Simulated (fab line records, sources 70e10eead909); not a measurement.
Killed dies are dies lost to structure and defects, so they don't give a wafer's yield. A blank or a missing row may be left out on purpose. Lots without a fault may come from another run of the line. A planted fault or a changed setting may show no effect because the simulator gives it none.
Problem report in the 8D (eight disciplines) form, filled by code | flow nand_harc | the parts of the form that need people (team, actions taken, sign-off) are left out

1. THE PROBLEM
cd_nm at NHARC_THIN_TSV_CD_MEAS_37 reads a mean of 5015.1 nm on 2 wafers of 1 lot; wafers without a fault read 4999.8 nm with a standard deviation of 2.1. That is +7.3 standard deviations from the usual mean.
First seen on wafer L528.3, day 32 18:53, on cd_sem-01. The record holds 15 wafers of 5 lots with a number at this step. Rule for "out", or "out of limits": more than 4 standard deviations from the usual mean. The other wafers with a number count as sound.

2. WHAT IT IS AND WHAT IT IS NOT
question                    | is                | is not
which readings at this step | cd_nm             | -
which lots                  | L528              | L508, L516, L529, L530
which wafers of those lots  | L528.3, L528.5    | L528.6
read on which gauges        | cd_sem-01         | cd_sem-02, cd_sem-03
when                        | from day 32 18:53 | up to then (7 sound wafers); but 6 sound wafers of L529, L530 came after

3. SUSPECTS, AND WHAT RULES EACH OUT
Counting: a tool at a process step up to the reading stays a suspect if it ran every lot that is out. Sound lots after the first of them don't rule it out here, since some wafers of a struck lot are sound.
- the gauge at NHARC_THIN_TSV_CD_MEAS_37: ruled out. All the wafers that are out were read on cd_sem-01, but those of them that NHARC_THIN_TSV_ETCH_59 has rows for are out there too, on other tools.
- rie_diel-03 at NHARC_THIN_TSV_DESCUM_35 (chemistry O2, time 3 s): kept. It ran the lot that is out, L528 (day 32 17:38); its last sound lot up to then is L516 (day 27 20:28).
- rie_metal-01 at NHARC_THIN_TSV_ETCH_59 (etches the open film in Cl2/BCl3, target depth 880 nm, time 138.1 s): kept. It ran the lot that is out, L528 (day 32 17:49); its last sound lot up to then is L516 (day 27 20:35). Its own readings are out on those wafers: oes_product_au.
- rie_metal-01 at NHARC_THIN_TSV_ETCH_36 (etches the open film in Cl2/BCl3, target depth 65 nm, time 18.571 s): kept. It ran the lot that is out, L528 (day 32 18:00); its last sound lot up to then is L516 (day 27 20:51).
- plasma_asher-02 at NHARC_THIN_TSV_STRIP_56 (strips in O2): kept. It ran the lot that is out, L528 (day 32 18:11); its last sound lot up to then is L508 (day 24 13:34).
- Within rie_diel-03 at NHARC_THIN_TSV_DESCUM_35: the wafers that are out ran in chambers 0, 3; their sound lot-mates ran in chamber 1.
- Within rie_metal-01 at NHARC_THIN_TSV_ETCH_59: the wafers that are out ran in chamber 1; their sound lot-mates ran in chamber 0.
- Within rie_metal-01 at NHARC_THIN_TSV_ETCH_36: the wafers that are out ran in chamber 1; their sound lot-mates ran in chamber 0.
- Within plasma_asher-02 at NHARC_THIN_TSV_STRIP_56: the wafers that are out ran in chamber 1; their sound lot-mates ran in chamber 0.
Left after counting: rie_diel-03 at NHARC_THIN_TSV_DESCUM_35, rie_metal-01 at NHARC_THIN_TSV_ETCH_59, rie_metal-01 at NHARC_THIN_TSV_ETCH_36, plasma_asher-02 at NHARC_THIN_TSV_STRIP_56.

4. THE CAUSE (what the simulator had put in)
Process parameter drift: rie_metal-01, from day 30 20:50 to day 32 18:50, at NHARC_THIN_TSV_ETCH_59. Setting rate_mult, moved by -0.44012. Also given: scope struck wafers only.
Counting left 4 suspects, and this tool is among them.

5. THE CHAIN OF EFFECTS, in route order
Each row: a reading whose mean over the struck wafers that have a number lies more than 3 standard deviations from the usual. Only readings for which the record gives a usual standard deviation are gone through. hours: the time from each lot's start at the first step in this table that gives one to its start at this step, as a median over the lots. sigmas: the change in usual standard deviations.
hours | step                      | reading              | usual      | on struck wafers | change | sigmas
0     | NHARC_THIN_TSV_ETCH_59    | oes_product_au       | 0.997 a.u. | 0.721            | -0.276 | -41
1     | NHARC_THIN_TSV_CD_MEAS_37 | cd_nm                | 4999.8 nm  | 5015.1           | +15.3  | +7.3
12    | NHARC_END_SORT_01         | defect_limited_yield | 91 %       | 0                | -91    | -29
12    | NHARC_END_SORT_01         | killed_at_other      | 1.2        | 593.0            | +591.8 | +99 or more
12    | NHARC_END_SORT_01         | killed_dies          | 61         | 677              | +616   | +29
The process steps in it:
- NHARC_THIN_TSV_ETCH_59: etches the open film in Cl2/BCl3, target depth 880 nm, time 138.1 s.

6. WHAT WOULD HAVE CAUGHT IT SOONER
In this record the first reading out of limits at a measuring or inspecting step was taken at day 32 18:53, 46 hours after the fault began at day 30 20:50.
The tool's own readings at NHARC_THIN_TSV_ETCH_59 were out on every struck wafer that the step has a row for (oes_product_au): an alarm limit on them would have fired on the first of those.
All the lots that are out (1) had begun NHARC_THIN_TSV_ETCH_59 on rie_metal-01 by day 32 18:53. A hold on the tool at that time would have spared none of them.
